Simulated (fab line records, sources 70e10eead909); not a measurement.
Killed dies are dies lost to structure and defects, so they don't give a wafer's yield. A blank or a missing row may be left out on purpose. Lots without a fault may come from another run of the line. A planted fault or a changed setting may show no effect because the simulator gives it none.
Chamber matching | flow nand_harc | NHARC_A_CHANNEL_FILL_D2_ALD_25 on ald_hk-01: 4 sister chambers
The step deposits SiOx, target thk 60 nm, pulse time 10 s, ald cycles 600. 4 wafers are shown with their chamber, then 7 later ones without.

WAFERS WITH THEIR CHAMBER
wafer  | chamber | heater_power_w (W)
L082.6 | 1       | 576
L084.6 | 2       | 386
L089.2 | 3       | 566
L089.3 | 0       | 371

WAFERS WITHOUT THEIR CHAMBER
wafer  | heater_power_w (W)
L089.4 | 415
L091.4 | 569
L091.2 | 584
L091.5 | 419
L095.4 | 366
L095.5 | 554
L095.6 | 365

WHICH CHAMBER EACH WENT THROUGH
wafer  | from the rows above     | in truth
L089.4 | can't be placed: 2 or 0 | 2
L091.4 | can't be placed: 3 or 1 | 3
L091.2 | can't be placed: 1 or 3 | 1
L091.5 | can't be placed: 2 or 0 | 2
L095.4 | can't be placed: 0 or 2 | 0
L095.5 | can't be placed: 3 or 1 | 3
L095.6 | can't be placed: 0 or 2 | 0
Placed correctly: 0 of 7. Can't be placed from these rows: 7 (the true chamber is among the candidates in 7). Placed wrongly: 0.
How it was worked out, from the rows above alone: a wafer's distance from a chamber is the root of the sum, over the readings, of the square of ((its reading less the chamber's mean) divided by the reading's scatter). The wafer belongs to the nearest chamber; if the next one is less than 2 further off, it can't be placed. A chamber's mean is the mean of its shown wafers. The scatter: with one shown wafer a chamber, the root of the mean of the squares of how far each hidden wafer lies from its nearest shown one.
